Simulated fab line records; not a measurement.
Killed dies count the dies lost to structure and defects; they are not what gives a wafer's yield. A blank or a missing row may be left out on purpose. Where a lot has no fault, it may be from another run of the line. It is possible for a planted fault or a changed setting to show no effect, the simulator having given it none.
A struck lot beside a sound one ; flow nand-harc ; 22 steps out of a route of 1159
Sound: the wafers L340.1, L340.2, L340.5. Wafers struck: L351.1, L351.3, L351.6. The cause is named last.
Order at every step that has rows: each side's tool, ch and its chambers, its first start. Under that, the readings that differ: sound wafers ; struck wafers ; difference of the means ; sigmas: that difference in standard deviations of wafers without a fault.
alike: words and numbers the same on both sides, and readings whose means are apart by under 2 such deviations; not compared: readings that were withheld, readings missing a value for some wafer, numbers with overlapping values and no deviation given by the record, and bounds like >300 which may hide the same value.
Wherever a step has rows on one side only, a row that says differs or no value, or a row with sigmas, the two part there. When numbers do not overlap yet have no deviation, they are printed without sigmas and do not part them. A reading that every wafer of one side lacks parts them only if that side has two wafers or more.

NHARC_A_BLC_CVD_24: deposits W, target thk 150 nm, time 434 s.
  sound on cvd-w-02 ch 0,1; struck on cvd-w-02 ch 0,1
  alike: heater-power-w, mfc-wf6-sccm, throttle-valve-pct
  not compared: since-wet-clean-h
NHARC_A_BLC_CMP_25: polishes, t overpolish 30 s, target thk 150 nm.
  sound on cmp-04 ch 0,1,2, day 18 04:34; struck on cmp-02 ch 0,3, day 22 07:31
  alike: motor-current-A, overpolish-run-s, retaining-ring-pressure-frac, time-to-endpoint-s
after that, 1 step had no rows for these wafers: NHARC_A_BLC_SRD_27.
NHARC_A_BLC_INSPECT_28:
  sound on defect-inspect-02 at day 18 04:59; struck on defect-inspect-01 at day 22 07:55
  alike: raw-defect-count
then, 7 steps without rows for these wafers: NHARC_A_M0_DEP_00 (deposits SiOC, target thk 150 nm); NHARC_A_M0_DEHYDRATE_01 (time 120 s); NHARC_A_M0_HMDS_02 (time 30 s); NHARC_A_M0_COAT_33 (time 65 s); NHARC_A_M0_COAT_03 (resist thk 90 nm); NHARC_A_M0_SOFTBAKE_04 (time 55 s); NHARC_A_M0_EBR_05.
NHARC_A_M0_EXPOSE_06: exposes mask A M0, target cd 80 nm.
  sound on arfi-scanner-03 ch 0, day 18 05:44; struck on arfi-scanner-02 ch 0, day 22 09:06
reading;sound;struck;difference;sigmas
exposure-dose-mJ-cm2;83.33 83.24 83.16;76.34 76.45 76.41;-6.84;-99 or more
  alike: mask, reticle-temp-C
then, 2 steps without rows for these wafers: NHARC_A_M0_PEB_07 (peb time 65 s); NHARC_A_M0_DEVELOP_08 (develop time 35 s).
NHARC_A_M0_CD_MEAS_09 targets a cd of 80 nm.
  sound on cd-sem-03 ch 0, day 18 05:53; struck on cd-sem-01 ch 0, day 22 09:14
reading;sound;struck;difference;sigmas
cd-nm (nm);79.4 80.3 79.8;75.0 74.9 74.5;-5.0;-7
NHARC_A_M0_OVL_MEAS_10: pitch 160 nm.
  sound on overlay-01 at day 18 05:58; struck on overlay-02 at day 22 09:21
  alike: overlay-x-nm, overlay-y-nm
NHARC_A_M0_INSPECT_11:
  sound on defect-inspect-02 at day 18 06:01; struck on defect-inspect-01 at day 22 09:23
  alike: raw-defect-count
NHARC_A_M0_DESCUM_14: chemistry O2, time 3 s.
  sound on rie-diel-02 ch 0,1,3, day 18 06:05; struck on rie-diel-04 ch 1,3, day 22 09:27
reading;sound;struck;difference;sigmas
model.A_M0.cd-nm (nm);80.18 81.53 81.45;74.62 74.72 74.36;-6.49;
  alike: drypump-motor-current-A, oes-product-au, rf-vpp-V, showerhead-plenum-p-Torr, throttle-valve-pct
  not compared: rf-hours-counter-h
NHARC_A_M0_ETCH_34: etches the open film in N2/H2, target depth 40 nm, overetch 12 nm, time 43.94 s.
  sound on rie-diel-02 ch 0,2, day 18 06:10; struck on rie-diel-04 ch 0,2,3, day 22 09:33
  alike: drypump-motor-current-A, oes-product-au, rf-vpp-V, showerhead-plenum-p-Torr, throttle-valve-pct
  not compared: rf-hours-counter-h
NHARC_A_M0_ETCH_15: etches the open film in C4F8/Ar, target depth 150 nm, overetch 15 nm, time 82.5 s.
  sound on rie-diel-02 ch 0,1,2; struck on rie-diel-04 ch 0,1,3
reading;sound;struck;difference;sigmas
model.A_M0.cd-nm (nm);80.75 81.21 82.37;74.38 74.55 74.5;-6.97;
  alike: oes-product-au, rf-vpp-V
  not compared: rf-hours-counter-h
NHARC_A_M0_CD_MEAS_16:
  sound on cd-sem-01 at day 18 06:22; struck on cd-sem-02 at day 22 09:45
reading;sound;struck;difference;sigmas
cd-nm (nm);80.7 81.2 82.5;74.0 74.7 74.1;-7.2;-8
NHARC_END_SORT_01:
  here the record holds rows for the struck wafers (prober-01 ch 0, day 24 06:36) but none for the sound ones

## WHERE THEY PART
At NHARC_A_M0_EXPOSE_06 first; at NHARC_END_SORT_01 last (within this record only).

WHY: the cause the simulator had injected
Drift in process parameters on arfi-scanner-02 at NHARC_A_M0_EXPOSE_06, starting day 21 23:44. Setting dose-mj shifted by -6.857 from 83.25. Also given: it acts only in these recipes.
